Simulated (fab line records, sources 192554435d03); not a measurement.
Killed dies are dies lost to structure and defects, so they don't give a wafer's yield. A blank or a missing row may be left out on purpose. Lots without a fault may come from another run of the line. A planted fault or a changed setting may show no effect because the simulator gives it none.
Chamber matching | flow n5_finfet | N5_BEOL_M6_ETCH_65 on rie_diel-02: 4 sister chambers
The step etches SiARC in CF4, target depth 15.6 nm, time 26 s. 16 wafers are shown with their chamber, then 8 later ones without.

WAFERS WITH THEIR CHAMBER
wafer  | chamber | showerhead_plenum_p_Torr (Torr) | drypump_motor_current_A (A) | oes_product_au (a.u.)
L074.3 | 0       | 2.07                            | 6.0                         | 0.67
L074.4 | 2       | 2.26                            | 6.4                         | 0.75
L074.5 | 2       | 2.26                            | 6.3                         | 0.75
L077.2 | 1       | 2.12                            | 5.5                         | 0.62
L077.3 | 0       | 2.06                            | 6.0                         | 0.66
L077.4 | 3       | 2.13                            | 6.6                         | 0.63
L081.2 | 2       | 2.25                            | 6.4                         | 0.73
L081.3 | 0       | 2.06                            | 6.0                         | 0.66
L081.5 | 0       | 2.06                            | 6.0                         | 0.66
L082.2 | 0       | 2.06                            | 6.0                         | 0.65
L082.4 | 1       | 2.12                            | 5.4                         | 0.61
L082.5 | 1       | 2.12                            | 5.4                         | 0.61
L086.2 | 2       | 2.25                            | 6.4                         | 0.72
L086.3 | 3       | 2.12                            | 6.6                         | 0.62
L086.5 | 2       | 2.25                            | 6.3                         | 0.72
L088.1 | 3       | 2.12                            | 6.6                         | 0.62

SIGNATURES (means of the wafers above)
reading                  | chamber 0 | chamber 1 | chamber 2 | chamber 3 | scatter within a chamber
showerhead_plenum_p_Torr | 2.0620    | 2.1200    | 2.2540    | 2.1233    | 0.00471
drypump_motor_current_A  | 6.000     | 5.433     | 6.360     | 6.600     | 0.0394
oes_product_au           | 0.6600    | 0.6133    | 0.7340    | 0.6233    | 0.0102
Rule: a wafer's distance from a chamber is the root of the sum, over the readings, of the square of ((its reading less the chamber's mean) divided by the reading's scatter). The wafer belongs to the nearest chamber; if the next one is less than 2 further off, it can't be placed. The scatter: the root of (the sum of the squares of (reading less its chamber's mean) over the shown wafers, divided by (wafers less chambers)).

WAFERS WITHOUT THEIR CHAMBER
wafer  | showerhead_plenum_p_Torr (Torr) | drypump_motor_current_A (A) | oes_product_au (a.u.)
L088.2 | 2.25                            | 6.4                         | 0.72
L088.3 | 2.06                            | 6.0                         | 0.65
L092.1 | 2.11                            | 5.4                         | 0.60
L092.3 | 2.12                            | 6.6                         | 0.61
L092.6 | 2.11                            | 5.5                         | 0.58
L095.1 | 2.24                            | 6.4                         | 0.69
L095.2 | 2.12                            | 6.6                         | 0.61
L095.5 | 2.12                            | 6.6                         | 0.61

WHICH CHAMBER EACH WENT THROUGH
wafer  | from the rows above | in truth
L088.2 | 2                   | 2
L088.3 | 0                   | 0
L092.1 | 1                   | 1
L092.3 | 3                   | 3
L092.6 | 1                   | 1
L095.1 | 2                   | 2
L095.2 | 3                   | 3
L095.5 | 3                   | 3
Placed correctly: 8 of 8. Can't be placed from these rows: 0. Placed wrongly: 0.
